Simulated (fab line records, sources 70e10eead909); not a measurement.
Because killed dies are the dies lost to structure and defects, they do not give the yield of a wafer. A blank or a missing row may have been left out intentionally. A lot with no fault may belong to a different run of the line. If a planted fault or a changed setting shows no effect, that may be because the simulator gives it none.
One fault through the eyes of 2 desks | flow nandHarc | only its own numbers are on each desk; what lay behind them is given at the end

## THE METROLOGY DESK
Lot by lot, what the gauges showed, no matter which tool ran the lot: averages of those sampled wafers that carry a number. Marked OUT: a lot whose mean sits more than 4 standard deviations from the usual mean, which makes it out of limits; the brackets give that distance.
Columns: A = thkNm at NHARC_A_M0_THK_MEAS_24, usual 114.1 nm
lot  | first seen here | A
L399 | day 23 05:16    | 113.1
L400 | day 23 06:17    | 113.9
L403 | day 24 07:53    | 114.2
L404 | day 25 01:50    | 114.7
L408 | day 26 04:26    | 114.3
L410 | day 27 02:20    | 114.2
L409 | day 27 06:13    | 114.4
L411 | day 27 17:25    | 114.5
L412 | day 28 08:49    | 113.4
L416 | day 30 01:35    | 115.2
L417 | day 31 00:56    | 113.6
L422 | day 32 02:37    | 114.5
This desk found nothing out of limits on any of the 12 lots.

## DESK OF THE TOOL OWNER: rtpAnneal-02
Per lot that ran on this tool, the mean of the sampled wafers carrying a number, from the tool's own readings at NHARC_A_M0_ANNEAL_30 (time 90 s). Marked OUT: a lot whose mean sits more than 4 standard deviations from the usual mean, which makes it out of limits; the brackets give that distance.
Columns: A = annealTempC at NHARC_A_M0_ANNEAL_30, usual 225.02 C; B = annealTempCMax at NHARC_A_M0_ANNEAL_30, usual 225.86; C = wafer_temp_C_max at NHARC_A_M0_ANNEAL_30, usual 225.83
lot  | first seen here | A      | B      | C
L403 | day 24 07:13    | 224.90 | 225.55 | 225.77
L408 | day 26 03:47    | 225.04 | 225.77 | 226.00
L409 | day 27 05:37    | 225.15 | 225.76 | 225.70
L411 | day 27 16:45    | 224.95 | 225.64 | 225.93
This desk found nothing out of limits on any of the 4 lots.

## ALL TOGETHER
The metrology desk saw nothing out of limits.
Nothing out of limits was seen by the tool owner's desk.

## WHAT THE SIMULATOR PUT IN
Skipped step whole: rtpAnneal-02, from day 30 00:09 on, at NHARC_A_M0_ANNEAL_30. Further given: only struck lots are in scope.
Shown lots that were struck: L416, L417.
